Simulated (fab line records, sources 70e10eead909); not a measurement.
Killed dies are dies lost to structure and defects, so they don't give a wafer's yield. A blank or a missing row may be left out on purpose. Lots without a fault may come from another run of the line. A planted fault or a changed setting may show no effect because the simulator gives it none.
fab line records | flow nand_harc
record lots=24 wafers=72 last_day=33
route steps=1302 shown A_STAIRCASE@747
lots that met no fault: from a run of the same line without faults
start_h: hours from the record's first day to the start of the lot's first wafer shown | wait_h: hours since the lot's step before | " the same as in the row above | L1.1+2: a row that stands for several wafers | - no value, or no start given | * or withheld: withheld | < > ~ a bound
route shown NAME@n: a module of which the file shows steps, and the number in the route of the first | usual: mean/standard deviation of fault-free wafers | same: alike in all rows | chamber/n: place in a boat | sites: the reading at each site | _std_site: their standard deviation | _edge_site: outer sites' mean less inner sites' | radius_mm: how far each site lies from the wafer's centre | mask NAME#n: copy n | behind: the tool/chamber that last shaped the wafer | hold: why the lot was held/for how many hours/how that ended | device: the transistor (n, p or np) that didn't switch | end of line: the same wafers' tests at the end of the route | a step without rows: its recipe alone | killed: dies lost to structure and defects at the first sort, not the wafer's yield | map: a wafer's dies, x killed, . not, _ none there
set.NAME: the setting as run; set.NAME@STEP: as run at that earlier step | model.NAME: the simulator's own value behind a step, which no gauge read
steps of the route over a sample of lots; a table a step, a row a wafer
services: from which hour (start_h, from the record's first day; less than 0 if before it) a tool's chamber was out of use, for how many hours, and why
## steps
# step NHARC_A_STAIRCASE_TRIM_233
# recipe time_s=211.2 o2_flow_sccm=500 ar_flow_sccm=0 bias_w=0 chemistry=O2
# usual drypump_motor_current_A=5.5/0.65 oes_product_au=0.998/0.011 rf_vpp_V=57.7/0.84 showerhead_plenum_p_Torr=3.50/0.14 throttle_valve_pct=17.035/0.0087
# columns lot.wafer tool chamber start_h wait_h drypump_motor_current_A oes_product_au rf_hours_counter_h rf_vpp_V showerhead_plenum_p_Torr throttle_valve_pct
L074.2 rie_diel-01 2 - - 5.7 0.992 54 56.8 3.52 17.029
L074.5 " 1 " " 6.7 1.020 - 57.4 3.58 17.042
L074.6 " 2 " " 5.7 0.991 - 57.0 3.52 17.017
L075.3 rie_diel-06 3 - - 6.5 0.993 17 57.5 3.31 17.035
L075.1 " 2 " " 5.0 0.998 20 57.9 3.49 17.045
L075.5 " 3 " " 6.5 0.991 - 56.9 3.31 17.023
L076.4 rie_diel-01 2 - - 5.7 0.982 62 57.3 3.51 17.029
L076.2 " 3 " " 4.9 1.003 61 56.4 3.36 17.022
L076.5 " 2 " " 5.7 0.985 - 58.6 3.51 17.031
L077.3 rie_diel-05 2 - - 6.4 0.985 36 58.6 3.42 17.039
L077.2 " 0 " " 5.3 1.014 43 57.2 3.47 17.015
L077.6 " 1 " " 4.8 0.994 - 57.5 3.39 17.051
L078.2 rie_diel-05 1 - - 4.8 1.006 51 57.8 3.38 17.042
L078.1 " 2 " " 6.4 0.986 44 57.6 3.41 17.039
L078.3 " 0 " " 5.3 1.018 51 58.8 3.47 17.029
L079.4 rie_diel-01 0 - - 5.5 0.997 8 59.0 3.52 17.029
L079.2 " 3 " " 4.9 1.005 7 57.3 3.35 17.051
L079.6 " 0 " " 5.5 1.000 - 58.3 3.52 17.033
L080.4 rie_diel-05 3 - - 5.0 1.010 1 59.2 3.81 17.032
L080.1 " 1 " " 4.8 1.032 2 58.1 3.38 17.028
L080.6 " 3 " " 4.9 0.990 - 58.4 3.81 17.030
L081.4 rie_diel-01 0 - - 5.5 1.001 15 57.5 3.52 17.031
L081.1 " 1 " " 6.7 1.005 16 57.0 3.56 17.019
L081.6 " 3 " " 4.9 0.988 - 56.2 3.35 17.023
L082.3 rie_diel-05 3 - - 4.9 0.983 4 59.9 3.81 17.035
L082.2 " 0 " " 5.3 1.006 5 57.7 3.47 17.046
L082.5 " 2 " " 6.4 0.993 - 56.5 3.41 17.036
L083.2 rie_diel-05 0 - - 5.3 0.997 9 58.4 3.46 17.037
L083.1 " 1 " " 4.8 1.019 8 57.6 3.38 17.036
L083.3 " 2 " " 6.3 0.993 8 58.1 3.41 17.032
L085.2 rie_diel-05 2 - - 6.3 0.998 11 57.5 3.41 17.029
L085.1 " 3 " " 4.9 0.983 13 57.2 3.80 17.038
L085.6 " 2 " " 6.3 0.989 - 58.8 3.41 17.047
L084.3 rie_diel-01 1 - - 6.7 1.013 21 58.3 3.56 17.040
L084.4 " 3 " " 4.9 1.003 24 57.5 3.35 17.021
L084.5 " 1 " " 6.8 1.013 - 57.7 3.56 17.038
L086.3 rie_diel-01 1 - - 6.7 1.003 26 57.8 3.56 17.038
L086.2 " 2 " " 5.7 0.981 28 57.4 3.50 17.049
L086.5 " 0 " " 5.5 1.008 - 57.5 3.51 17.023
L088.1 rie_diel-06 1 - - 5.5 0.995 7 58.1 3.59 17.035
L088.4 " 3 " " 6.5 1.001 5 58.8 3.81 17.021
L088.5 " 1 " " 5.5 0.995 - 57.7 3.59 17.032
L087.3 rie_diel-06 2 - - 5.0 0.992 5 57.5 3.46 17.029
L087.5 " 3 " " 6.5 1.001 - 58.1 3.81 17.045
L087.6 " 0 " " 5.7 0.994 - 56.8 3.65 17.036
L089.2 rie_diel-05 1 - - 4.8 1.018 25 58.5 3.37 17.038
L089.3 " 2 " " 6.3 0.997 27 56.9 3.40 17.030
L089.5 " 0 " " 5.3 1.012 - 56.9 3.46 17.034
L091.2 rie_diel-01 2 - - 5.7 0.982 47 56.4 3.49 17.031
L091.4 " 3 " " 4.9 0.996 44 55.7 3.34 17.030
L091.5 " 1 " " 6.7 0.992 - 57.9 3.55 17.047
L090.3 rie_diel-05 3 - - 4.9 0.988 29 58.3 3.79 17.035
L090.2 " 0 " " 5.3 0.996 28 58.6 3.46 17.034
L090.6 " 2 " " 6.3 0.986 - 56.9 3.40 17.034
L092.2 rie_diel-05 1 - - 4.8 1.022 39 57.2 3.36 17.044
L092.6 " 1 " " 4.8 1.020 - 57.3 3.36 17.025
L092.5 " 2 " " 6.4 0.992 - 57.9 3.39 17.018
L093.4 rie_diel-01 2 - - 5.7 0.982 56 57.1 3.48 17.045
L093.1 " 3 " " 4.9 0.985 49 58.0 3.33 17.041
L093.2 " 1 " " 6.7 1.002 52 58.1 3.54 17.041
L094.2 rie_diel-05 1 - - 4.8 1.010 43 57.4 3.36 17.041
L094.4 " 2 " " 6.4 0.996 45 56.5 3.39 17.028
L094.5 " 1 " " 4.8 1.011 - 56.5 3.36 17.041
L095.2 rie_diel-06 1 - - 5.5 1.006 22 58.4 3.58 17.045
L095.3 " 2 " " 5.1 0.999 22 58.3 3.45 17.041
L095.6 " 0 " " 5.7 1.000 - 58.8 3.64 17.039
L096.3 rie_diel-05 2 - - 6.3 0.994 53 57.8 3.38 17.039
L096.2 " 3 " " 4.9 0.994 55 57.8 3.78 17.052
L096.5 " 1 " " 4.8 1.010 - 56.0 3.35 17.037
L097.3 rie_diel-01 3 - - 4.9 0.997 12 57.6 3.33 17.040
L097.6 " 2 " " 5.7 0.992 - 57.3 3.48 17.024
L097.5 " 3 " " 4.9 1.005 - 56.9 3.33 17.042
# step NHARC_A_STAIRCASE_ETCH_234
# recipe target_depth_a=1000 time_s=40.5 ion_energy_ev=400 c4f8_flow_sccm=20 o2_flow_sccm=10 ar_flow_sccm=withheld rf_w=600 bias_w=1000 chemistry=C4F8/O2
# usual oes_product_au=0.944/0.012 rf_vpp_V=895/5.1
# columns lot.wafer tool chamber start_h wait_h oes_product_au rf_hours_counter_h rf_vpp_V
L074.2 rie_diel-01 2 - - 0.940 54 893
L074.6 " 1 " " 0.960 - 898
L074.5 " 2 " " 0.933 - 896
L075.1 rie_diel-06 1 - - 0.955 18 900
L075.3 " 3 " " 0.940 17 888
L075.5 " 1 " " 0.951 - 899
L076.2 rie_diel-01 3 - - 0.949 61 892
L076.4 " 0 " " 0.941 65 895
L076.5 " 2 " " 0.936 - 896
L077.3 rie_diel-05 0 - - 0.957 43 895
L077.2 " 2 " " 0.926 36 892
L077.6 " 3 " " 0.940 - 887
L078.3 rie_diel-05 3 - - 0.931 42 888
L078.2 " 0 " " 0.950 51 892
L078.1 " 1 " " 0.953 51 892
L079.2 rie_diel-01 1 - - 0.947 9 896
L079.4 " 0 " " 0.957 9 896
L079.6 " 1 " " 0.947 - 898
L080.4 rie_diel-05 0 - - 0.941 2 893
L080.1 " 1 " " 0.973 2 891
L080.6 " 1 " " 0.976 - 891
L081.1 rie_diel-01 0 - - 0.970 15 896
L081.4 " 3 " " 0.937 13 889
L081.6 " 0 " " 0.964 - 897
L082.3 rie_diel-05 0 - - 0.935 5 895
L082.2 " 2 " " 0.929 4 892
L082.5 " 3 " " 0.928 - 906
L083.1 rie_diel-05 2 - - 0.939 8 891
L083.3 " 3 " " 0.935 9 906
L083.2 " 0 " " 0.948 9 894
L085.1 rie_diel-05 3 - - 0.936 13 907
L085.2 " 0 " " 0.952 13 894
L085.6 " 2 " " 0.941 - 891
L084.3 rie_diel-01 3 - - 0.935 24 890
L084.4 " 0 " " 0.947 26 894
L084.5 " 2 " " 0.925 - 894
L086.3 rie_diel-01 0 - - 0.948 30 894
L086.2 " 1 " " 0.940 26 897
L086.5 " 0 " " 0.946 - 896
L088.1 rie_diel-06 0 - - 0.945 7 901
L088.4 " 1 " " 0.932 7 898
L088.5 " 0 " " 0.946 - 903
L087.3 rie_diel-06 1 - - 0.950 7 898
L087.6 " 3 " " 0.947 - 907
L087.5 " 0 " " 0.932 - 899
L089.3 rie_diel-05 2 - - 0.929 27 892
L089.2 " 0 " " 0.943 25 893
L089.5 " 1 " " 0.950 - 890
L091.4 rie_diel-01 0 - - 0.928 44 893
L091.2 " 2 " " 0.932 47 895
L091.5 " 3 " " 0.945 - 888
L090.2 rie_diel-05 0 - - 0.943 28 894
L090.3 " 1 " " 0.966 29 891
L090.6 " 3 " " 0.935 - 905
L092.2 rie_diel-05 3 - - 0.939 42 905
L092.5 " 1 " " 0.952 - 890
L092.6 " 2 " " 0.928 - 892
L093.1 rie_diel-01 1 - - 0.956 52 898
L093.2 " 3 " " 0.944 49 889
L093.4 " 0 " " 0.955 52 895
L094.4 rie_diel-05 0 - - 0.935 44 892
L094.2 " 1 " " 0.955 43 890
L094.5 " 3 " " 0.940 - 905
L095.2 rie_diel-06 2 - - 0.939 22 894
L095.3 " 3 " " 0.934 24 905
L095.6 " 2 " " 0.933 - 891
L096.2 rie_diel-05 0 - - 0.942 52 893
L096.3 " 1 " " 0.952 50 889
L096.5 " 0 " " 0.938 - 893
L097.3 rie_diel-01 1 - - 0.949 11 897
L097.5 " 3 " " 0.936 - 889
L097.6 " 0 " " 0.948 - 896
# step NHARC_A_STAIRCASE_ETCH_236
# recipe target_depth_a=1000 time_s=40.5 ion_energy_ev=400 c4f8_flow_sccm=20 o2_flow_sccm=10 ar_flow_sccm=withheld rf_w=600 bias_w=1000 chemistry=C4F8/O2
# usual oes_product_au=0.944/0.012 rf_vpp_V=895/5.1
# columns lot.wafer tool chamber start_h wait_h oes_product_au rf_hours_counter_h rf_vpp_V
L074.2 rie_diel-01 3 - - 0.936 54 890
L074.5 " 2 " " 0.944 - 894
L074.6 " 3 " " 0.944 - 889
L075.1 rie_diel-06 0 - - 0.948 15 901
L075.3 " 1 " " 0.934 18 897
L075.5 " 3 " " 0.941 - 890
L076.2 rie_diel-01 3 - - 0.937 61 890
L076.4 " 0 " " 0.953 66 898
L076.5 " 2 " " 0.932 - 896
L077.2 rie_diel-05 0 - - 0.951 43 895
L077.3 " 3 " " 0.927 35 887
L077.6 " 1 " " 0.947 - 892
L078.1 rie_diel-05 2 - - 0.940 44 892
L078.2 " 3 " " 0.947 42 887
L078.3 " 0 " " 0.972 51 894
L079.2 rie_diel-01 2 - - 0.942 8 895
L079.4 " 0 " " 0.946 9 895
L079.6 " 2 " " 0.931 - 894
L080.1 rie_diel-05 2 - - 0.938 1 892
L080.4 " 0 " " 0.942 2 894
L080.6 " 2 " " 0.941 - 892
L081.4 rie_diel-01 2 - - 0.923 14 895
L081.1 " 1 " " 0.959 17 897
L081.6 " 2 " " 0.928 - 896
L082.3 rie_diel-05 3 - - 0.935 5 906
L082.2 " 0 " " 0.940 5 894
L082.5 " 2 " " 0.935 - 892
L083.3 rie_diel-05 0 - - 0.941 9 894
L083.2 " 1 " " 0.957 8 891
L083.1 " 2 " " 0.926 8 892
L085.2 rie_diel-05 3 - - 0.941 13 906
L085.1 " 2 " " 0.939 12 892
L085.6 " 3 " " 0.939 - 905
L084.4 rie_diel-01 3 - - 0.925 24 890
L084.3 " 2 " " 0.926 24 894
L084.5 " 3 " " 0.919 - 888
L086.2 rie_diel-01 0 - - 0.957 30 896
L086.3 " 2 " " 0.944 28 896
L086.5 " 1 " " 0.953 - 897
L088.4 rie_diel-06 3 - - 0.954 5 907
L088.1 " 0 " " 0.940 7 901
L088.5 " 1 " " 0.948 - 899
L087.3 rie_diel-06 3 - - 0.956 6 906
L087.6 " 3 " " 0.963 - 905
L087.5 " 0 " " 0.951 - 900
L089.3 rie_diel-05 0 - - 0.942 25 893
L089.2 " 2 " " 0.935 27 893
L089.5 " 0 " " 0.930 - 893
L091.2 rie_diel-01 2 - - 0.941 47 894
L091.4 " 1 " " 0.950 43 897
L091.5 " 2 " " 0.934 - 894
L090.2 rie_diel-05 0 - - 0.937 28 893
L090.3 " 1 " " 0.963 29 889
L090.6 " 3 " " 0.940 - 906
L092.2 rie_diel-05 3 - - 0.942 42 906
L092.6 " 1 " " 0.967 - 889
L092.5 " 2 " " 0.933 - 890
L093.4 rie_diel-01 3 - - 0.935 49 889
L093.2 " 1 " " 0.969 52 897
L093.1 " 2 " " 0.935 56 895
L094.2 rie_diel-05 1 - - 0.954 43 891
L094.4 " 0 " " 0.934 44 892
L094.5 " 1 " " 0.945 - 891
L095.3 rie_diel-06 2 - - 0.953 23 894
L095.2 " 0 " " 0.949 24 901
L095.6 " 2 " " 0.957 - 894
L096.2 rie_diel-05 2 - - 0.920 53 891
L096.3 " 0 " " 0.949 52 891
L096.5 " 3 " " 0.932 - 905
L097.3 rie_diel-01 3 - - 0.944 12 889
L097.5 " 0 " " 0.952 - 894
L097.6 " 1 " " 0.956 - 896
# step NHARC_A_STAIRCASE_DESCUM_270
# recipe time_s=3 o2_flow_sccm=200 ar_flow_sccm=0 bias_power_w=0 chemistry=O2
# usual drypump_motor_current_A=5.6/0.63 oes_product_au=0.997/0.0099 rf_vpp_V=57.8/0.93 showerhead_plenum_p_Torr=1.90/0.089 throttle_valve_pct=11.312/0.0085
# columns lot.wafer tool chamber start_h wait_h drypump_motor_current_A oes_product_au rf_hours_counter_h rf_vpp_V showerhead_plenum_p_Torr throttle_valve_pct
L074.2 rie_diel-06 3 355.97 - 6.5 1.002 12 56.3 1.79 11.323
L074.5 " 1 " " 5.5 0.985 - 58.0 1.97 11.307
L074.6 " 2 " " 5.0 1.005 - 57.7 1.89 11.305
L075.3 rie_diel-06 2 377.87 - 5.0 0.994 21 58.1 1.89 11.303
L075.1 " 0 " " 5.6 1.004 16 56.6 2.00 11.317
L075.5 " 3 " " 6.5 0.992 - 58.5 1.78 11.322
L076.4 rie_diel-06 3 382.11 - 6.5 1.009 20 57.8 1.78 11.316
L076.2 " 2 " " 5.0 0.999 23 59.5 1.89 11.309
L076.5 " 3 " " 6.5 0.994 - 57.9 1.78 11.309
L077.2 rie_diel-05 3 389.93 - 5.0 0.984 37 58.5 1.77 11.299
L077.3 " 0 " " 5.2 1.001 44 60.1 1.88 11.309
L077.6 " 2 " " 6.3 0.982 - 58.4 1.85 11.322
L078.1 rie_diel-06 2 411.44 - 5.0 1.006 40 58.1 1.89 11.313
L078.3 " 3 " " 6.5 1.004 35 56.4 1.78 11.315
L078.2 " 1 " " 5.4 0.984 34 57.7 1.96 11.304
L079.2 rie_diel-05 2 418.45 - 6.3 1.002 0 57.1 1.85 11.319
L079.4 " 0 " " 5.3 0.985 0 56.9 1.88 11.298
L079.6 " 2 " " 6.4 0.997 - 57.5 1.85 11.312
L080.4 rie_diel-01 1 432.06 - 6.7 1.015 14 58.4 1.93 11.323
L080.1 " 2 " " 5.7 0.980 12 57.2 1.90 11.314
L080.6 " 1 " " 6.7 1.007 - 56.5 1.93 11.308
L081.1 rie_diel-06 0 442.80 - 5.6 1.003 41 57.6 1.99 11.327
L081.4 " 2 " " 5.0 1.016 53 58.1 1.88 11.306
L081.6 " 0 " " 5.6 1.002 - 58.4 1.99 11.310
L082.3 rie_diel-05 3 444.65 - 4.9 0.992 7 58.6 2.07 11.323
L082.2 " 0 " " 5.3 0.996 7 57.9 1.88 11.310
L082.5 " 3 " " 4.9 0.991 - 59.0 2.07 11.320
L083.1 rie_diel-05 2 454.02 - 6.3 0.984 9 57.8 1.84 11.307
L083.2 " 3 " " 4.9 0.987 10 57.9 2.07 11.311
L083.3 " 0 " " 5.3 0.999 9 57.9 1.88 11.324
L085.2 rie_diel-06 2 470.91 - 5.0 0.995 62 57.2 1.88 11.314
L085.1 " 1 " " 5.5 0.984 57 57.7 1.95 11.296
L085.6 " 2 " " 5.0 0.990 - 57.7 1.88 11.320
L084.4 rie_diel-06 3 472.71 - 6.5 0.990 57 56.2 1.77 11.305
L084.3 " 0 " " 5.6 0.988 53 59.1 1.99 11.321
L084.5 " 3 " " 6.5 0.986 - 57.8 1.77 11.320
L086.3 rie_diel-05 2 478.94 - 6.3 0.984 16 58.4 1.84 11.313
L086.2 " 1 " " 4.7 1.017 14 56.4 1.82 11.322
L086.5 " 3 " " 4.9 0.982 - 60.6 2.07 11.320
L088.4 rie_diel-05 3 513.02 - 4.9 0.993 26 57.5 2.07 11.331
L088.1 " 0 " " 5.3 0.988 25 58.8 1.87 11.323
L088.5 " 2 " " 6.3 0.986 - 56.5 1.84 11.307
L087.3 rie_diel-05 3 515.33 - 4.9 0.994 27 58.5 2.07 11.316
L087.5 " 1 " " 4.8 1.016 - 55.9 1.82 11.295
L087.6 " 2 " " 6.3 0.992 - 58.0 1.84 11.311
L089.3 rie_diel-06 1 519.30 - 5.5 1.005 10 58.4 1.95 11.301
L089.2 " 2 " " 5.0 0.993 8 56.4 1.88 11.305
L089.5 " 0 " " 5.6 1.004 - 57.2 1.98 11.316
L091.2 rie_diel-01 2 529.28 - 5.7 0.976 49 58.3 1.89 11.314
L091.4 " 2 " " 5.7 0.986 - 56.8 1.89 11.331
L091.5 " 1 " " 6.7 1.007 - 58.4 1.92 11.298
L090.3 rie_diel-06 2 529.65 - 5.0 1.009 12 57.0 1.87 11.301
L090.2 " 1 " " 5.5 1.002 12 58.0 1.95 11.306
L090.6 " 2 " " 5.0 1.004 - 56.8 1.87 11.305
L092.2 rie_diel-01 2 551.96 - 5.7 0.982 56 59.2 1.89 11.306
L092.6 " 2 " " 5.7 0.984 - 57.7 1.89 11.308
L092.5 " 3 " " 4.9 0.985 - 55.8 1.80 11.296
L093.2 rie_diel-06 2 554.71 - 5.0 0.997 19 57.9 1.87 11.324
L093.1 " 3 " " 6.5 1.008 20 58.4 2.07 11.299
L093.4 " 0 " " 5.6 1.009 19 57.8 1.98 11.313
L094.2 rie_diel-05 2 570.83 - 6.4 0.983 49 57.7 1.83 11.300
L094.4 " 0 " " 5.2 0.996 46 56.5 1.86 11.307
L094.5 " 3 " " 4.9 0.981 - 58.6 2.06 11.318
L095.3 rie_diel-01 0 571.04 - 5.5 1.001 4 58.7 1.89 11.311
L095.2 " 1 " " 6.7 1.010 4 58.6 1.92 11.319
L095.6 " 2 " " 5.7 0.998 - 57.3 1.89 11.308
L096.3 rie_diel-06 1 590.37 - 5.5 0.986 32 57.6 1.94 11.315
L096.2 " 3 " " 6.5 1.000 36 57.6 2.06 11.318
L096.5 " 2 " " 5.0 1.003 - 57.6 1.87 11.304
L097.3 rie_diel-05 0 601.85 - 5.3 0.991 3 59.0 1.86 11.299
L097.6 " 0 " " 5.3 0.998 - 57.3 1.86 11.307
L097.5 " 1 " " 4.8 1.010 - 57.5 1.81 11.298
# step NHARC_A_STAIRCASE_ETCH_294
# recipe target_depth_a=49890 time_s=1211.6 ion_energy_ev=800 c4f8_flow_sccm=80 o2_flow_sccm=60 ar_flow_sccm=withheld rf_w=600 bias_w=3000 chemistry=C4F8/O2/Ar
# usual oes_product_au=0.930/0.011 rf_vpp_V=1825/11
# columns lot.wafer tool chamber start_h wait_h oes_product_au rf_hours_counter_h rf_vpp_V
L074.2 rie_diel-05 1 - - 0.945 38 1816
L074.6 " 0 " " 0.933 - 1824
L074.5 " 1 " " 0.940 - 1816
L075.1 rie_diel-05 2 - - 0.937 37 1819
L075.3 " 0 " " 0.934 44 1824
L075.5 " 2 " " 0.940 - 1818
L076.2 rie_diel-05 0 - - 0.925 44 1822
L076.4 " 1 " " 0.935 43 1818
L076.5 " 2 " " 0.916 - 1819
L077.2 rie_diel-01 1 - - 0.939 2 1830
L077.3 " 0 " " 0.924 2 1827
L077.6 " 1 " " 0.933 - 1830
L078.3 rie_diel-01 0 - - 0.924 11 1827
L078.2 " 1 " " 0.939 11 1830
L078.1 " 3 " " 0.927 10 1814
L079.4 rie_diel-06 1 - - 0.914 43 1832
L079.2 " 3 " " 0.921 39 1810
L079.6 " 0 " " 0.936 - 1838
L080.1 rie_diel-05 2 - - 0.920 5 1819
L080.4 " 0 " " 0.932 6 1823
L080.6 " 2 " " 0.916 - 1819
L081.4 rie_diel-06 3 - - 0.929 48 1808
L081.1 " 2 " " 0.930 56 1823
L081.6 " 0 " " 0.932 - 1837
L082.3 rie_diel-01 3 - - 0.919 21 1813
L082.2 " 0 " " 0.939 23 1827
L082.5 " 3 " " 0.922 - 1814
L083.3 rie_diel-06 2 - - 0.943 59 1824
L083.1 " 0 " " 0.951 48 1837
L083.2 " 1 " " 0.935 55 1833
L085.2 rie_diel-06 3 - - 0.931 59 1808
L085.1 " 0 " " 0.934 55 1837
L085.6 " 0 " " 0.928 - 1836
L084.4 rie_diel-01 1 - - 0.947 28 1830
L084.3 " 2 " " 0.916 30 1825
L084.5 " 2 " " 0.914 - 1825
L086.2 rie_diel-01 1 - - 0.944 30 1828
L086.3 " 3 " " 0.932 31 1813
L086.5 " 1 " " 0.943 - 1829
L088.4 rie_diel-01 0 - - 0.927 44 1825
L088.1 " 2 " " 0.925 48 1823
L088.5 " 0 " " 0.923 - 1826
L087.3 rie_diel-06 3 - - 0.939 11 1846
L087.6 " 2 " " 0.940 - 1821
L087.5 " 3 " " 0.937 - 1846
L089.2 rie_diel-05 1 - - 0.940 29 1815
L089.3 " 0 " " 0.923 28 1821
L089.5 " 0 " " 0.921 - 1821
L091.4 rie_diel-06 2 - - 0.924 14 1823
L091.2 " 0 " " 0.925 15 1835
L091.5 " 3 " " 0.927 - 1847
L090.2 rie_diel-01 1 - - 0.927 48 1829
L090.3 " 2 " " 0.917 52 1825
L090.6 " 0 " " 0.912 - 1826
L092.2 rie_diel-05 0 - - 0.934 43 1820
L092.6 " 2 " " 0.936 - 1816
L092.5 " 3 " " 0.921 - 1845
L093.4 rie_diel-06 3 - - 0.935 24 1847
L093.1 " 0 " " 0.930 24 1834
L093.2 " 1 " " 0.931 22 1830
L095.2 rie_diel-05 3 - - 0.924 52 1844
L095.3 " 0 " " 0.929 49 1821
L095.6 " 0 " " 0.930 - 1821
L094.2 rie_diel-01 3 - - 0.949 5 1813
L094.4 " 0 " " 0.958 6 1825
L094.5 " 0 " " 0.958 - 1823
L096.3 rie_diel-06 3 - - 0.933 40 1845
L096.2 " 1 " " 0.943 35 1832
L096.5 " 3 " " 0.937 - 1845
L097.3 rie_diel-05 3 - - 0.931 5 1845
L097.5 " 2 " " 0.918 - 1817
L097.6 " 3 " " 0.921 - 1845
# step NHARC_A_STAIRCASE_DESCUM_312
# recipe time_s=3 o2_flow_sccm=200 ar_flow_sccm=0 bias_power_w=0 chemistry=O2
# usual drypump_motor_current_A=5.6/0.67 oes_product_au=0.999/0.01 rf_vpp_V=57.7/0.86 showerhead_plenum_p_Torr=1.89/0.078 throttle_valve_pct=11.313/0.0093
# columns lot.wafer tool chamber start_h wait_h drypump_motor_current_A oes_product_au rf_hours_counter_h rf_vpp_V showerhead_plenum_p_Torr throttle_valve_pct
L074.2 rie_diel-01 2 368.12 - 5.7 0.994 60 57.0 1.90 11.298
L074.6 " 1 " " 6.7 1.019 - 57.3 1.94 11.301
L074.5 " 2 " " 5.7 1.002 - 57.6 1.90 11.303
L075.1 rie_diel-01 1 391.89 - 6.7 1.009 0 59.1 1.94 11.310
L075.3 " 2 " " 5.7 0.984 0 57.1 1.90 11.304
L075.5 " 0 " " 5.5 0.993 - 58.5 1.91 11.297
L076.2 rie_diel-01 1 393.30 - 6.7 1.010 0 55.9 1.94 11.314
L076.4 " 0 " " 5.5 0.992 1 58.2 1.91 11.309
L076.5 " 1 " " 6.7 1.012 - 57.2 1.94 11.317
L077.3 rie_diel-05 3 402.66 - 4.9 0.984 42 56.7 1.77 11.303
L077.2 " 1 " " 4.8 0.982 50 57.9 1.83 11.313
L077.6 " 3 " " 4.9 0.989 - 57.7 1.77 11.321
L078.2 rie_diel-05 1 425.40 - 4.8 1.025 2 58.1 1.83 11.332
L078.1 " 3 " " 4.9 0.994 2 57.5 2.08 11.321
L078.3 " 0 " " 5.3 0.996 2 58.4 1.88 11.318
L079.4 rie_diel-01 0 430.35 - 5.5 0.994 13 58.1 1.91 11.306
L079.2 " 1 " " 6.7 0.999 14 57.5 1.93 11.305
L079.6 " 0 " " 5.5 1.001 - 57.6 1.91 11.314
L080.4 rie_diel-06 3 446.11 - 6.5 1.005 47 56.9 1.77 11.315
L080.1 " 0 " " 5.7 1.013 43 56.4 1.99 11.308
L080.6 " 3 " " 6.5 0.994 - 56.9 1.78 11.327
L081.4 rie_diel-01 2 453.87 - 5.7 0.980 21 57.4 1.90 11.318
L081.1 " 3 " " 4.9 0.983 22 57.2 1.81 11.319
L081.6 " 0 " " 5.5 0.998 - 59.3 1.91 11.314
L082.3 rie_diel-05 2 456.93 - 6.3 0.988 10 57.8 1.84 11.318
L082.2 " 1 " " 4.7 1.010 10 58.4 1.82 11.318
L082.5 " 3 " " 4.9 0.990 - 59.4 2.07 11.297
L083.2 rie_diel-05 2 470.56 - 6.3 0.991 16 57.3 1.84 11.303
L083.3 " 3 " " 4.9 0.980 17 59.1 2.07 11.324
L083.1 " 1 " " 4.8 1.011 14 56.7 1.82 11.309
L085.2 rie_diel-05 0 482.42 - 5.3 0.998 17 58.1 1.87 11.297
L085.1 " 1 " " 4.8 1.017 16 58.2 1.82 11.314
L085.6 " 0 " " 5.3 1.000 - 58.6 1.87 11.299
L084.4 rie_diel-05 1 490.05 - 4.8 1.012 20 59.0 1.82 11.306
L084.3 " 3 " " 4.9 1.005 21 59.1 2.07 11.307
L084.5 " 1 " " 4.8 1.019 - 58.5 1.82 11.317
L086.3 rie_diel-01 1 496.07 - 6.7 1.005 31 58.1 1.93 11.324
L086.2 " 2 " " 5.7 0.985 32 57.8 1.89 11.303
L086.5 " 2 " " 5.7 0.987 - 57.5 1.89 11.317
L088.1 rie_diel-05 1 527.94 - 4.8 1.016 30 59.4 1.82 11.287
L088.4 " 2 " " 6.4 0.987 31 58.6 1.84 11.314
L088.5 " 1 " " 4.8 1.014 - 57.2 1.82 11.315
L087.3 rie_diel-06 0 531.29 - 5.6 0.999 14 58.9 1.98 11.300
L087.6 " 3 " " 6.5 0.998 - 58.5 2.07 11.305
L087.5 " 0 " " 5.6 1.006 - 59.2 1.98 11.319
L089.2 rie_diel-01 0 531.62 - 5.5 0.995 47 55.6 1.90 11.342
L089.3 " 1 " " 6.8 0.998 46 58.0 1.92 11.310
L089.5 " 2 " " 5.7 0.988 - 58.1 1.89 11.308
L091.4 rie_diel-05 0 541.00 - 5.3 0.989 39 56.6 1.87 11.311
L091.2 " 2 " " 6.3 0.992 39 57.7 1.83 11.299
L091.5 " 0 " " 5.3 1.000 - 57.4 1.87 11.327
L090.3 rie_diel-01 0 541.55 - 5.5 1.002 51 57.7 1.90 11.313
L090.2 " 2 " " 5.7 0.994 54 57.1 1.89 11.312
L090.6 " 1 " " 6.7 1.015 - 58.1 1.92 11.308
L092.2 rie_diel-05 3 566.69 - 4.9 0.978 46 57.5 2.06 11.311
L092.5 " 1 " " 4.8 1.009 - 57.3 1.81 11.319
L092.6 " 2 " " 6.3 0.990 - 57.2 1.83 11.293
L093.1 rie_diel-05 2 570.73 - 6.4 1.002 49 56.4 1.83 11.311
L093.4 " 3 " " 4.9 0.991 51 56.9 2.06 11.307
L093.2 " 1 " " 4.8 1.018 46 58.7 1.81 11.301
L095.2 rie_diel-05 0 583.30 - 5.3 1.005 52 57.6 1.86 11.317
L095.3 " 1 " " 4.8 1.011 50 56.8 1.81 11.301
L095.6 " 3 " " 4.9 0.993 - 58.0 2.06 11.308
L094.4 rie_diel-01 3 583.46 - 4.9 0.995 9 58.3 1.80 11.323
L094.2 " 0 " " 5.5 1.007 10 56.6 1.89 11.296
L094.5 " 3 " " 4.9 1.006 - 57.0 1.80 11.303
L096.2 rie_diel-01 0 602.60 - 5.5 0.996 17 58.6 1.89 11.291
L096.3 " 1 " " 6.8 1.004 14 57.3 1.92 11.312
L096.5 " 3 " " 4.9 0.999 - 55.6 1.79 11.310
L097.3 rie_diel-05 3 615.20 - 4.9 0.985 7 58.6 2.06 11.315
L097.6 " 0 " " 5.2 1.003 - 57.8 1.86 11.305
L097.5 " 1 " " 4.8 1.000 - 59.0 1.81 11.313
## services
# columns tool chamber start_h hours kind
rie_diel-05 0 330.05 3.3 repair
rie_diel-05 0 337.54 - clean
rie_diel-05 1 337.54 - clean
rie_diel-05 2 337.54 - clean
rie_diel-05 3 337.54 - clean
rie_diel-05 3 340.22 13.9 repair
rie_diel-05 0 362.06 - clean
rie_diel-05 1 362.06 - clean
rie_diel-05 2 362.06 - clean
rie_diel-05 3 362.06 - clean
rie_diel-05 1 365.82 2.9 repair
rie_diel-01 - 377.14 1.4 repair
rie_diel-01 - 381.26 9.0 pm
rie_diel-05 0 386.56 - clean
rie_diel-05 1 386.56 - clean
rie_diel-06 - 402.50 0.5 repair
rie_diel-05 - 406.63 9.0 pm
rie_diel-01 1 441.49 7.4 repair
rie_diel-06 - 484.25 9.0 pm
rie_diel-05 2 524.64 1.5 repair
rie_diel-01 3 528.71 7.8 repair
rie_diel-01 - 558.26 9.0 pm
rie_diel-05 - 583.68 9.0 pm
rie_diel-06 0 595.74 4.3 repair
## key
fault none
